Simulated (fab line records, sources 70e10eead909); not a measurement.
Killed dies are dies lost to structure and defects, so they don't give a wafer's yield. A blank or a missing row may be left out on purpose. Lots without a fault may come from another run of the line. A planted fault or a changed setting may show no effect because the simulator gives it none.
Which tool did it? | flow nand_harc | 24 lots, 72 wafers sampled, at 5 steps of a route of 1302

WHAT THE GAUGES READ, wafer by wafer
NHARC_A_CONTACT_CD_MEAS_15.
lot  | measured     | on        | cd_nm (nm)
L074 | day 22 15:30 | cd_sem-02 | 190.1 189.9 190.0
L075 | day 23 04:20 | cd_sem-02 | 189.6 189.8 189.0
L076 | day 23 05:56 | cd_sem-01 | 190.0 190.4 190.2
L077 | day 23 10:07 | cd_sem-03 | 189.7 190.8 189.6
L078 | day 23 19:59 | cd_sem-02 | 190.2 190.2 189.9
L080 | day 24 15:28 | cd_sem-02 | 189.8 189.4 188.8
L079 | day 24 15:47 | cd_sem-01 | 189.9 189.7 189.8
L081 | day 25 07:32 | cd_sem-01 | 189.2 189.1 189.8
L082 | day 26 10:32 | cd_sem-03 | 190.8 190.6 189.9
L085 | day 27 09:41 | cd_sem-02 | 190.6 190.0 190.5
L083 | day 27 10:59 | cd_sem-01 | 189.4 187.8 190.1
L086 | day 27 14:05 | cd_sem-01 | 189.9 190.2 189.6
L087 | day 27 16:18 | cd_sem-01 | 190.9 190.7 191.5
L084 | day 27 16:47 | cd_sem-02 | 191.1 190.5 190.3
L088 | day 28 14:45 | cd_sem-01 | 189.8 190.4 190.5
L091 | day 29 06:55 | cd_sem-02 | 189.8 189.8 189.7
L090 | day 29 15:20 | cd_sem-02 | 189.9 189.5 189.8
L089 | day 29 20:09 | cd_sem-02 | 189.4 190.5 189.7
L092 | day 29 21:38 | cd_sem-01 | 190.9 191.1 190.6
L093 | day 30 11:20 | cd_sem-02 | 189.2 190.0 189.9
L094 | day 30 14:12 | cd_sem-02 | 189.9 190.3 190.5
L095 | day 31 11:35 | cd_sem-01 | 190.0 188.7 189.7
L096 | day 31 12:20 | cd_sem-02 | 189.4 189.1 189.1
L097 | day 31 22:37 | cd_sem-01 | 189.9 189.9 189.8

NHARC_A_BLC_CD_MEAS_19.
lot  | measured     | on        | cd_nm (nm)
L074 | day 22 19:36 | cd_sem-01 | 101.4 102.2 102.9
L075 | day 23 08:20 | cd_sem-03 | 103.7 97.1 100.7
L076 | day 23 10:28 | cd_sem-03 | 102.2 99.5 98.8
L077 | day 23 14:16 | cd_sem-02 | 103.9 103.1 99.6
L078 | day 24 00:13 | cd_sem-01 | 100.7 103.0 100.7
L080 | day 24 19:34 | cd_sem-02 | 100.5 98.6 99.6
L079 | day 24 19:53 | cd_sem-03 | 101.4 98.2 99.6
L081 | day 25 11:30 | cd_sem-03 | 103.9 99.3 103.9
L082 | day 26 14:38 | cd_sem-03 | 100.3 100.7 103.6
L085 | day 27 13:47 | cd_sem-01 | 103.3 104.7 102.7
L083 | day 27 14:58 | cd_sem-01 | 101.7 100.9 103.2
L086 | day 27 18:36 | cd_sem-02 | 103.7 104.4 103.9
L087 | day 27 20:29 | cd_sem-02 | 101.0 100.8 102.2
L084 | day 27 21:11 | cd_sem-01 | 101.0 95.2 102.9
L088 | day 28 18:43 | cd_sem-02 | 102.4 99.9 101.8
L091 | day 29 10:57 | cd_sem-02 | 103.3 100.9 102.3
L090 | day 29 19:25 | cd_sem-02 | 100.7 94.9 101.6
L089 | day 30 00:17 | cd_sem-01 | 105.8 101.8 103.4
L092 | day 30 01:43 | cd_sem-02 | 103.7 100.4 98.7
L093 | day 30 15:25 | cd_sem-02 | 98.0 97.5 101.9
L094 | day 30 18:17 | cd_sem-03 | 103.4 102.5 99.8
L095 | day 31 15:41 | cd_sem-02 | 100.8 100.3 102.4
L096 | day 31 16:55 | cd_sem-03 | 97.0 99.2 100.4
L097 | day 32 02:43 | cd_sem-01 | 97.3 96.7 97.0

WHICH TOOL RAN EACH LOT (tool, then ch and the chambers of the sampled wafers, then the start)
lot  | NHARC_A_CONTACT_ETCH_110           | NHARC_A_CONTACT_STRIP_26                      | NHARC_A_BLC_ETCH_17
L074 | rie_diel-10 ch 2,3, day 22 15:47   | rie_diel-10 ch 0,3, day 22 19:36 or earlier   | rie_diel-05 ch 0,2,3, day 22 19:36 or earlier
L075 | rie_diel-03 ch 0,2, day 23 04:39   | rie_diel-03 ch 0,1,3, day 23 08:20 or earlier | rie_diel-09 ch 2,3, day 23 08:20 or earlier
L076 | rie_diel-02 ch 0,1,3, day 23 06:13 | rie_diel-02 ch 0,2,3, day 23 10:28 or earlier | rie_diel-05 ch 0,1,3, day 23 10:28 or earlier
L077 | rie_diel-10 ch 1,2,3, day 23 10:25 | rie_diel-10 ch 0,1,3, day 23 14:16 or earlier | rie_diel-05 ch 0,1, day 23 14:16 or earlier
L078 | rie_diel-02 ch 0,2,3, day 23 20:20 | rie_diel-02 ch 1,2, day 24 00:13 or earlier   | rie_diel-09 ch 1,2,3, day 24 00:13 or earlier
L080 | rie_diel-10 ch 0,1,2, day 24 15:46 | rie_diel-10 ch 1,3, day 24 19:34 or earlier   | rie_diel-05 ch 1,2, day 24 19:34 or earlier
L079 | rie_diel-02 ch 1,3, day 24 16:05   | rie_diel-02 ch 2,3, day 24 19:53 or earlier   | rie_diel-09 ch 0,2, day 24 19:53 or earlier
L081 | rie_diel-02 ch 0,2,3, day 25 07:50 | rie_diel-02 ch 0,2, day 25 11:30 or earlier   | rie_diel-09 ch 1,2,3, day 25 11:30 or earlier
L082 | rie_diel-02 ch 1,2, day 26 10:50   | rie_diel-02 ch 1,3, day 26 14:38 or earlier   | rie_diel-05 ch 0,2, day 26 14:38 or earlier
L085 | rie_diel-02 ch 0,2,3, day 27 09:59 | rie_diel-02 ch 0,1,3, day 27 13:47 or earlier | rie_diel-05 ch 1,3, day 27 13:47 or earlier
L083 | rie_diel-02 ch 0,2,3, day 27 11:17 | rie_diel-02 ch 0,1,3, day 27 14:58 or earlier | rie_diel-05 ch 0,1,2, day 27 14:58 or earlier
L086 | rie_diel-02 ch 0,2,3, day 27 14:35 | rie_diel-02 ch 0,3, day 27 18:36 or earlier   | rie_diel-05 ch 1,3, day 27 18:36 or earlier
L087 | rie_diel-02 ch 0,2,3, day 27 16:40 | rie_diel-02 ch 1,3, day 27 20:29 or earlier   | rie_diel-05 ch 0,1,2, day 27 20:29 or earlier
L084 | rie_diel-02 ch 0,1,3, day 27 17:07 | rie_diel-02 ch 1,2,3, day 27 21:11 or earlier | rie_diel-09 ch 0,2, day 27 21:11 or earlier
L088 | rie_diel-02 ch 1,2,3, day 28 15:03 | rie_diel-02 ch 1,3, day 28 18:43 or earlier   | rie_diel-09 ch 0,2,3, day 28 18:43 or earlier
L091 | rie_diel-02 ch 0,1,2, day 29 07:13 | rie_diel-02 ch 0,1,3, day 29 10:57 or earlier | rie_diel-05 ch 1,2, day 29 10:57 or earlier
L090 | rie_diel-10 ch 0,3, day 29 15:38   | rie_diel-10 ch 0,3, day 29 19:25 or earlier   | rie_diel-09 ch 1,2, day 29 19:25 or earlier
L089 | rie_diel-02 ch 0,2,3, day 29 20:27 | rie_diel-02 ch 2,3, day 30 00:17 or earlier   | rie_diel-08 ch 0,1, day 30 00:17 or earlier
L092 | rie_diel-03 ch 0,2,3, day 29 21:56 | rie_diel-03 ch 0,1, day 30 01:43 or earlier   | rie_diel-09 ch 1,2,3, day 30 01:43 or earlier
L093 | rie_diel-03 ch 1,2,3, day 30 11:38 | rie_diel-03 ch 0,1,3, day 30 15:25 or earlier | rie_diel-09 ch 0,1,2, day 30 15:25 or earlier
L094 | rie_diel-03 ch 1,2,3, day 30 14:30 | rie_diel-03 ch 1,3, day 30 18:17 or earlier   | rie_diel-09 ch 1,2,3, day 30 18:17 or earlier
L095 | rie_diel-03 ch 0,2,3, day 31 11:53 | rie_diel-03 ch 1,2,3, day 31 15:41 or earlier | rie_diel-09 ch 0,3, day 31 15:41 or earlier
L096 | rie_diel-03 ch 1,2, day 31 12:47   | rie_diel-03 ch 1,2, day 31 16:55 or earlier   | rie_diel-09 ch 0,3, day 31 16:55 or earlier
L097 | rie_diel-02 ch 1,2, day 31 22:55   | rie_diel-02 ch 1,2, day 32 02:43 or earlier   | rie_diel-09 ch 1,2, day 32 02:43 or earlier
- NHARC_A_CONTACT_ETCH_110: etches the open film in CF4/O2, target depth 60 nm, overetch 6 nm, time 33 s.
- NHARC_A_CONTACT_STRIP_26: strips in O2.
- NHARC_A_BLC_ETCH_17: etches the open film in N2/H2, target depth 390 nm, time 609.38 s.

WHAT THE TOOLS THEMSELVES READ (means of the sampled wafers that have a number; where no wafer has one, the mark that the record gives instead)
NHARC_A_CONTACT_ETCH_110.
lot  | tool        | drypump_motor_current_A (A) | oes_product_au (a.u.) | rf_vpp_V (V) | showerhead_plenum_p_Torr (Torr) | throttle_valve_pct (%)
L074 | rie_diel-10 | 5.4                         | 0.996                 | 198.4        | 1.40                            | 13.394
L075 | rie_diel-03 | 5.6                         | 0.997                 | 199.6        | 1.41                            | 13.394
L076 | rie_diel-02 | 6.0                         | 1.004                 | 196.9        | 1.31                            | 13.410
L077 | rie_diel-10 | 5.5                         | 0.993                 | 196.9        | 1.34                            | 13.402
L078 | rie_diel-02 | 5.7                         | 1.000                 | 196.9        | 1.29                            | 13.398
L080 | rie_diel-10 | 5.4                         | 1.000                 | 197.5        | 1.28                            | 13.400
L079 | rie_diel-02 | 6.2                         | 0.993                 | 198.6        | 1.36                            | 13.401
L081 | rie_diel-02 | 5.7                         | 0.998                 | 196.7        | 1.29                            | 13.401
L082 | rie_diel-02 | 5.5                         | 0.989                 | 198.3        | 1.35                            | 13.406
L085 | rie_diel-02 | 5.7                         | 0.993                 | 195.7        | 1.29                            | 13.394
L083 | rie_diel-02 | 5.7                         | 0.994                 | 197.4        | 1.29                            | 13.401
L086 | rie_diel-02 | 5.7                         | 1.000                 | 196.7        | 1.29                            | 13.390
L087 | rie_diel-02 | 5.7                         | 0.993                 | 196.5        | 1.29                            | 13.393
L084 | rie_diel-02 | 6.0                         | 0.990                 | 196.9        | 1.31                            | 13.392
L088 | rie_diel-02 | 5.8                         | 0.994                 | 197.7        | 1.34                            | 13.405
L091 | rie_diel-02 | 5.7                         | 1.008                 | 197.3        | 1.32                            | 13.393
L090 | rie_diel-10 | 5.3                         | 1.009                 | 197.7        | 1.33                            | 13.401
L089 | rie_diel-02 | 5.7                         | 0.997                 | 196.2        | 1.29                            | 13.401
L092 | rie_diel-03 | 5.6                         | 0.992                 | 198.3        | 1.38                            | 13.397
L093 | rie_diel-03 | 5.9                         | 0.990                 | 198.7        | 1.39                            | 13.387
L094 | rie_diel-03 | 5.8                         | 0.998                 | 200.5        | 1.39                            | 13.403
L095 | rie_diel-03 | 5.6                         | 1.010                 | 198.2        | 1.38                            | 13.395
L096 | rie_diel-03 | 6.1                         | 0.998                 | 200.2        | 1.44                            | 13.392
L097 | rie_diel-02 | 5.8                         | 0.982                 | 198.8        | 1.37                            | 13.400

NHARC_A_CONTACT_STRIP_26.
lot  | tool        | drypump_motor_current_A (A) | oes_product_au (a.u.) | rf_vpp_V (V) | showerhead_plenum_p_Torr (Torr) | throttle_valve_pct (%)
L074 | rie_diel-10 | 5.4                         | 1.001                 | 58.4         | 3.67                            | 17.033
L075 | rie_diel-03 | 5.9                         | 0.992                 | 57.5         | 3.50                            | 17.039
L076 | rie_diel-02 | 5.7                         | 1.013                 | 57.2         | 3.42                            | 17.037
L077 | rie_diel-10 | 5.6                         | 0.998                 | 57.5         | 3.50                            | 17.041
L078 | rie_diel-02 | 5.5                         | 0.992                 | 57.6         | 3.57                            | 17.039
L080 | rie_diel-10 | 5.7                         | 0.994                 | 59.1         | 3.62                            | 17.033
L079 | rie_diel-02 | 5.8                         | 0.994                 | 58.5         | 3.45                            | 17.037
L081 | rie_diel-02 | 5.3                         | 0.993                 | 58.0         | 3.45                            | 17.038
L082 | rie_diel-02 | 6.2                         | 0.993                 | 58.5         | 3.60                            | 17.043
L085 | rie_diel-02 | 6.0                         | 0.997                 | 58.0         | 3.48                            | 17.033
L083 | rie_diel-02 | 6.0                         | 0.991                 | 57.5         | 3.48                            | 17.042
L086 | rie_diel-02 | 5.9                         | 0.995                 | 57.6         | 3.35                            | 17.031
L087 | rie_diel-02 | 6.2                         | 0.996                 | 58.1         | 3.60                            | 17.039
L084 | rie_diel-02 | 5.8                         | 1.001                 | 57.4         | 3.54                            | 17.031
L088 | rie_diel-02 | 6.2                         | 0.988                 | 58.6         | 3.50                            | 17.035
L091 | rie_diel-02 | 6.1                         | 0.999                 | 57.7         | 3.47                            | 17.034
L090 | rie_diel-10 | 5.3                         | 1.011                 | 57.7         | 3.52                            | 17.041
L089 | rie_diel-02 | 5.4                         | 0.997                 | 57.7         | 3.47                            | 17.042
L092 | rie_diel-03 | 6.0                         | 0.994                 | 57.8         | 3.76                            | 17.038
L093 | rie_diel-03 | 5.8                         | 0.997                 | 58.4         | 3.64                            | 17.035
L094 | rie_diel-03 | 6.1                         | 1.001                 | 57.8         | 3.69                            | 17.040
L095 | rie_diel-03 | 5.9                         | 0.998                 | 58.2         | 3.67                            | 17.035
L096 | rie_diel-03 | 5.9                         | 0.999                 | 58.3         | 3.77                            | 17.042
L097 | rie_diel-02 | 5.8                         | 0.985                 | 58.2         | 3.62                            | 17.031

NHARC_A_BLC_ETCH_17.
lot  | tool        | drypump_motor_current_A (A) | oes_product_au (a.u.) | rf_vpp_V (V) | showerhead_plenum_p_Torr (Torr) | throttle_valve_pct (%)
L074 | rie_diel-05 | 5.5                         | 0.997                 | 431.3        | 2.08                            | 14.175
L075 | rie_diel-09 | 5.7                         | 1.006                 | 433.1        | 2.14                            | 14.167
L076 | rie_diel-05 | 5.2                         | 0.994                 | 431.0        | 2.06                            | 14.172
L077 | rie_diel-05 | 5.2                         | 0.991                 | 430.2        | 2.02                            | 14.167
L078 | rie_diel-09 | 5.7                         | 1.005                 | 432.1        | 2.11                            | 14.173
L080 | rie_diel-05 | 5.8                         | 0.993                 | 433.0        | 2.14                            | 14.168
L079 | rie_diel-09 | 6.3                         | 0.988                 | 431.8        | 2.10                            | 14.171
L081 | rie_diel-09 | 5.8                         | 1.011                 | 432.5        | 2.11                            | 14.167
L082 | rie_diel-05 | 5.5                         | 0.987                 | 430.9        | 2.04                            | 14.176
L085 | rie_diel-05 | 5.3                         | 1.004                 | 432.6        | 2.10                            | 14.167
L083 | rie_diel-05 | 5.6                         | 1.000                 | 431.5        | 2.09                            | 14.170
L086 | rie_diel-05 | 5.3                         | 1.001                 | 432.3        | 2.10                            | 14.167
L087 | rie_diel-05 | 5.6                         | 0.997                 | 431.7        | 2.08                            | 14.178
L084 | rie_diel-09 | 6.3                         | 0.998                 | 431.1        | 2.07                            | 14.170
L088 | rie_diel-09 | 6.0                         | 1.009                 | 432.5        | 2.10                            | 14.169
L091 | rie_diel-05 | 6.1                         | 0.995                 | 434.6        | 2.15                            | 14.174
L090 | rie_diel-09 | 5.8                         | 0.999                 | 431.2        | 2.08                            | 14.166
L089 | rie_diel-08 | 5.9                         | 0.995                 | 431.4        | 2.09                            | 14.168
L092 | rie_diel-09 | 5.8                         | 1.009                 | 431.9        | 2.11                            | 14.181
L093 | rie_diel-09 | 6.1                         | 0.993                 | 430.5        | 2.07                            | 14.165
L094 | rie_diel-09 | 5.8                         | 1.007                 | 432.3        | 2.11                            | 14.168
L095 | rie_diel-09 | 6.1                         | 1.007                 | 431.5        | 2.06                            | 14.164
L096 | rie_diel-09 | 6.0                         | 1.003                 | 430.9        | 2.06                            | 14.167
L097 | rie_diel-09 | 6.0                         | 0.998                 | 431.9        | 2.11                            | 14.171

THE ANSWER, worked out from the rows above alone
Rule: what is usual is taken from the lots themselves. Put in order of their means at a reading, lots are off if they are a third of the lots or fewer, leave a main group of 4 or more, and stand apart from it by a gap of 3 or more times the standard deviation of the main group's means; of several such gaps the widest counts. A main group whose means are all the same, to the digits that the tables above print for the reading, isn't used. A lot without any number at a reading at which 4 lots or more have one is off too. The other lots that the step has rows for count as sound. The gauges are gone through in route order, then the tools' own readings, and for those a lot's mean is taken as printed above. The first step at which some lot is off is used, and at that step the reading that is off furthest; a lot without a number counts as furthest.
No lot is off at any reading shown: from this, nothing can be told.

WHAT THE SIMULATOR HAD PUT IN
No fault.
